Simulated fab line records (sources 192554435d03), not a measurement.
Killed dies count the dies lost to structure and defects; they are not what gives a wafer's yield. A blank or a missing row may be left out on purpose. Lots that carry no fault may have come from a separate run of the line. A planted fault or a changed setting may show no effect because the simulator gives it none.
Struck lot and sound lot, side by side | flow n5_finfet | 20 steps out of a route of 1938
Sound: wafers L264.1, L264.5, L264.6. The struck wafers were L280.2, L280.4, L280.5. The cause comes at the end.
For every step that has rows: the tool of each side, followed by ch and its chambers, followed by its first start. Under that, the readings that differ: sound wafers | struck wafers | difference of the means | sigmas: that difference in standard deviations of wafers without a fault.
alike: readings whose means differ by less than 2 such deviations, and words and numbers that are the same on both sides. not compared: withheld readings, readings that some wafer has no value for, bounds like >300 that may hide the same value, and numbers for which the record gives no deviation and whose values overlap.
The two part at a step that has a row with sigmas, a row that says differs or no value, or rows on one side only. Non-overlapping numbers with no deviation appear without sigmas and do not part them. A reading missing from all wafers of one side parts the sides only when that side holds two or more wafers.

first, 8 steps without rows for these wafers: N5_BEOL_M11_COAT_59 (time 60 s, resist thk 100 nm); N5_BEOL_M11_COAT_60 (time 60 s, resist thk 30 nm); N5_BEOL_M11_COAT_05 (resist thk 90 nm); N5_BEOL_M11_EBR_07; N5_BEOL_M11_SOFTBAKE_06 (time 60 s); N5_BEOL_M11_EXPOSE_08 (exposes mask M11); N5_BEOL_M11_PEB_09 (peb time 60 s); N5_BEOL_M11_DEVELOP_10 (develop time 30 s).
N5_BEOL_M11_CD_MEAS_11 targets a cd of 64.1 nm.
  sound on cd_sem-02 ch 0, day 10 14:18; struck on cd_sem-01 ch 0, day 14 15:46
  alike: cd_nm
N5_BEOL_M11_OVL_MEAS_12:
  sound on overlay-01 ch 0, day 10 14:20; struck on overlay-01 ch 0, day 14 15:47
  alike: M11_OVL
N5_BEOL_M11_INSPECT_13: inspects for defects (brightfield).
  struck on defect_inspect-01, day 14 15:49; sound on defect_inspect-01, day 10 14:22
  alike: raw_defect_count
N5_BEOL_M11_DESCUM_16: chemistry O2, time 7.9 s.
  sound on rie_diel-02 ch 1,2,3, day 10 14:46; struck on rie_diel-06 ch 1,2, day 14 15:58
  alike: chamber_pressure_mTorr, drypump_motor_current_A, oes_product_au, rf_vpp_V, showerhead_plenum_p_Torr, throttle_valve_pct
  not compared: rf_hours_counter_h
N5_BEOL_M11_ETCH_61: etches SiARC in CF4, target depth 39 nm, time 65 s.
  sound on rie_diel-02 ch 1,2,3, day 10 14:49; struck on rie_diel-06 ch 1,2, day 14 16:00
  no value came back on the struck wafers for any of 10 readings (bias_w (W), cf4_flow_sccm (sccm) and others); on the sound wafers bias_w (W) reads 36.10 35.96 36.04
  reading                                       | sound          | struck         | difference | sigmas
  model.CAR-ArF_of_BEOL_M11_COAT_05.thk_nm (nm) | 55.4 55.4 55.2 | 83.2 83.2 83.2 | +27.9      |
  not compared: rf_hours_counter_h
N5_BEOL_M11_ETCH_62: etches SOC in N2/H2, target depth 110 nm, overetch 22 nm, time 165 s.
  sound on rie_diel-02 ch 1,2,3, day 10 14:52; struck on rie_diel-06 ch 1,2, day 14 16:03
  reading               | sound          | struck         | difference | sigmas
  oes_product_au (a.u.) | 0.64 0.59 0.63 | 0.27 0.37 0.27 | -0.32      | -4
  alike: bias_w, chamber_pressure_mTorr, drypump_motor_current_A, rf_vpp_V, showerhead_plenum_p_Torr, throttle_valve_pct
  not compared: rf_hours_counter_h
then, 1 step without rows for these wafers: N5_BEOL_M11_STRIP_68 (strips in N2/H2).
N5_BEOL_M11_STRIP_67: strips in CF4.
  sound on rie_diel-02 ch 1,2,3, day 10 15:01; struck on rie_diel-06 ch 1,2, day 14 16:12
  alike: chamber_pressure_mTorr, drypump_motor_current_A, oes_product_au, rf_vpp_V, showerhead_plenum_p_Torr, throttle_valve_pct
  not compared: rf_hours_counter_h
N5_BEOL_M11_HM_OPEN_17: chemistry Cl2/BCl3, target TiN, target depth 20 nm, overetch 6 nm.
  sound on rie_metal-01 ch 0,1, day 10 15:03; struck on rie_metal-03 ch 0,1, day 14 16:14
  reading                | sound             | struck            | difference | sigmas
  oes_product_au (a.u.)  | 0.59 0.54 0.59    | 0.31 0.33 0.32    | -0.25      | -3
  throttle_valve_pct (%) | 22.16 22.14 22.11 | 22.51 22.71 22.70 | +0.50      | +3
  alike: chamber_pressure_mTorr, drypump_motor_current_A, he_backside_leak_sccm, mfc_ar_sccm
  not compared: rf_hours_counter_h
N5_BEOL_M11_STRIP_19: strips in O2.
  sound on rie_diel-02 ch 2,3, day 10 15:15; struck on rie_diel-03 ch 0,1,2, day 14 16:23
  alike: chamber_pressure_mTorr, drypump_motor_current_A, oes_product_au, rf_vpp_V, showerhead_plenum_p_Torr, throttle_valve_pct
  not compared: rf_hours_counter_h
N5_BEOL_M11_CD_MEAS_18: pitch 140 nm, target cd 70 nm.
  struck on cd_sem-01, day 14 16:27; sound on cd_sem-01, day 10 15:19
  reading    | sound          | struck | difference                    | sigmas
  cd_nm (nm) | 69.8 69.8 69.5 | - - -  | no value on the struck wafers |
then, 1 step without rows for these wafers: N5_BEOL_M11_COAT_63 (time 60 s, resist thk 100 nm).

== WHERE THEY PART ==
Earliest at N5_BEOL_M11_ETCH_61; latest, in this record, at N5_BEOL_M11_CD_MEAS_18.

WHY: whatever the simulator had introduced
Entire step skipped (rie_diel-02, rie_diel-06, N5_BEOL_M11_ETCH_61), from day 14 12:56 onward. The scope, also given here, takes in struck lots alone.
